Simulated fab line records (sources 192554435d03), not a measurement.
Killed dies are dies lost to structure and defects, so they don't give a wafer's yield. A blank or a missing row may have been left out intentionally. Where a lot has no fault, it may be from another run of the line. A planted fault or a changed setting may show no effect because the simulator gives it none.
A single fault, viewed from 2 desks -- flow n5 finfet -- numbers are kept per desk, each desk with only its own; the story behind them comes last

## AT THE TOOL OWNER'S DESK: arfi scanner-03
The tool's own readings at N5_BEOL_M8_EXPOSE_08 (exposes mask M8): means of the sampled wafers that have a number, for each lot that ran on this tool. Marked OUT: a lot whose mean sits more than 4 standard deviations from the usual mean, which makes it out of limits; the brackets give that distance.
Columns: A = exposure dose mJ cm2 at N5_BEOL_M8_EXPOSE_08, usual 68.20
lot,first seen here,A
L531,day 9 09:20,68.26
L538,day 11 09:40,68.23
L542,day 12 12:47,68.13
L543,day 12 15:49,68.22
L546,day 13 02:45,66.61 (-23) OUT
L548,day 13 13:13,66.86 (-19) OUT
Finding of this desk: L546, L548 out of limits; the first was L546 at day 13 02:45, on exposure dose mJ cm2 at N5_BEOL_M8_EXPOSE_08. Within limits: L531, L538, L542, L543.

## THE METROLOGY DESK
What the gauges read for every lot (on any tool): the sampled wafers with a number, averaged. Marked OUT: a lot whose mean sits more than 4 standard deviations from the usual mean, which makes it out of limits; the brackets give that distance.
Columns: A = M7_THK at N5_BEOL_M7_THK_MEAS_53, usual 80 nm
lot,first seen here,A
L531,day 9 06:34,78
L532,day 9 09:17,78
L533,day 9 17:08,81
L538,day 11 07:17,78
L541,day 11 18:18,77
L542,day 12 11:10,80
L543,day 12 12:33,80
L546,day 13 01:10,81
L547,day 13 08:32,81
L548,day 13 10:57,79
L550,day 14 09:33,81
L551,day 14 10:06,81
Result from this desk: across the 12 lots, nothing is out of limits.

## ALL TOGETHER
The tool owner's desk had the chance to raise an alarm at day 13 02:45 on L546, L548.
Nothing out of limits was seen by the metrology desk.
The metrology desk holds a record of L546, L548, inside its limits.
Of the lots named, all ran N5_BEOL_M8_EXPOSE_08 on arfi scanner-03.

## WHAT THE SIMULATOR HAD INSERTED
Drift in process parameters on arfi scanner-03 at N5_BEOL_M8_EXPOSE_08, starting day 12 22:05. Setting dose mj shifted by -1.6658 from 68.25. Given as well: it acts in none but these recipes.
Shown lots that were struck: L546, L548.
Delay in hours, fault start to first out-of-limits reading, by desk: the tool owner's desk at 5.
